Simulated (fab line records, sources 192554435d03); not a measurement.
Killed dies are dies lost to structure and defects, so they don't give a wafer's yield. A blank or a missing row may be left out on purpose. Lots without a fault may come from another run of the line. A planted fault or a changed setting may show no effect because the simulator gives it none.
Split-lot experiment | flow n5_finfet | 7 lots, 21 wafers read, on a route of 1938 steps

THE SPLIT
At N5_BEOL_M3_COAT_67 (time 60 s, resist thk 60 nm), the setting spin_rpm was moved away from the recipe's 1500 rpm on 8 of the 21 wafers read, by -10.0% to +11.1%. The other wafers ran this setting at the recipe's value.

FROM THE SPLIT TO THE READING: what the file shows between them, 4 steps
- N5_BEOL_M3_COAT_68: time 60 s, resist thk 12 nm
- N5_BEOL_M3_COAT_76: time 60 s, resist thk 5 nm
- N5_BEOL_M3_ALD_98: deposits SiO2, target thk 2.5 nm, pulse time 1 s, co reactant pulse time 1 s
- N5_BEOL_M3_ETCHBACK_99: etches SiO2 in CHF3, target depth 5 nm, time 10.4 s

THE READING
etch.depth_nm (the simulator's own value, which no gauge read), in nm, at N5_BEOL_M3_ETCH_70 (etches SOC in N2/H2, target depth 80 nm, overetch 16 nm, time 120 s). The file gives no usual value for it. The 13 wafers here that ran the recipe average 60.07 nm, standard deviation 0.17 nm.

wafer  | tool, chamber at the split | spin_rpm as run, rpm | against the recipe | etch.depth_nm, nm | against lot-mates on the recipe
L081.2 | litho_track-05, 0          | 1500                 | recipe             | 60.22             | -
L081.4 | litho_track-05, 0          | 1500                 | recipe             | 60.01             | -
L081.5 | litho_track-05, 0          | 1382                 | -7.9%              | 62.63             | +2.52
L082.1 | litho_track-05, 0          | 1500                 | recipe             | 60.32             | -
L082.4 | litho_track-05, 0          | 1650                 | +10.0%             | 57.22             | -3.10
L082.5 | litho_track-05, 0          | 1650                 | +10.0%             | 57.35             | -2.97
L084.3 | litho_track-02, 0          | 1500                 | recipe             | 60.14             | -
L084.5 | litho_track-02, 0          | 1666                 | +11.1%             | 57.08             | -3.03
L084.6 | litho_track-02, 0          | 1500                 | recipe             | 60.07             | -
L088.1 | litho_track-02, 0          | 1427                 | -4.9%              | 61.47             | +1.70
L088.2 | litho_track-02, 0          | 1500                 | recipe             | 59.85             | -
L088.5 | litho_track-02, 0          | 1500                 | recipe             | 59.69             | -
L090.1 | litho_track-03, 0          | 1585                 | +5.7%              | 58.42             | -1.61
L090.2 | litho_track-03, 0          | 1500                 | recipe             | 60.03             | -
L090.6 | litho_track-03, 0          | 1585                 | +5.7%              | 58.36             | -1.67
L096.1 | litho_track-02, 0          | 1500                 | recipe             | 60.3              | -
L096.2 | litho_track-02, 0          | 1500                 | recipe             | 60.14             | -
L096.5 | litho_track-02, 0          | 1350                 | -10.0%             | 63.43             | +3.21
L097.3 | litho_track-02, 0          | 1500                 | recipe             | 60.02             | -
L097.4 | litho_track-02, 0          | 1500                 | recipe             | 59.95             | -
L097.6 | litho_track-02, 0          | 1500                 | recipe             | 60.13             | -

THE FIT
A straight line over all 21 wafers: etch.depth_nm changes by -0.296 nm for each +1% of spin_rpm; r = -0.99; the points scatter about the line by 0.19 nm.
The same after taking each lot's own level away (the mean of its wafers on the recipe; 21 wafers): -0.304 nm for each +1%; r = -1.00; scatter 0.11 nm.
On that fit, the largest move of spin_rpm shifts the reading by 3.4 nm.
The lots' own levels span 59.770 to 60.320 nm, that is 3.3 times the standard deviation above.
So the lot-to-lot level changes the slope little: the two slopes agree.
Check: with one of the wafers moved furthest among these (+11.1%) left out of the fit, the line predicts -3.4 nm for it against its lot-mates. It came out at -3.03 nm against them.

THE WHOLE CHAIN: every reading that the file lists as answering this split, in the file's order
step               | what it does                                                        | reading                                                                        | change (the file's fit)               | r (the file's)
N5_BEOL_M3_COAT_67 | time 60 s, resist thk 60 nm                                         | SOC_of_BEOL_M3_COAT_67.thk_nm (the simulator's own value, which no gauge read) | -0.303 nm for each +1% of the setting | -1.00
N5_BEOL_M3_ETCH_70 | etches SOC in N2/H2, target depth 80 nm, overetch 16 nm, time 120 s | etch.depth_nm (the simulator's own value, which no gauge read)                 | -0.303 nm for each +1% of the setting | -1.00

THE FILE'S OWN FIT
etch.depth_nm changes by -0.303 nm for each +1% of spin_rpm, r = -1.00.
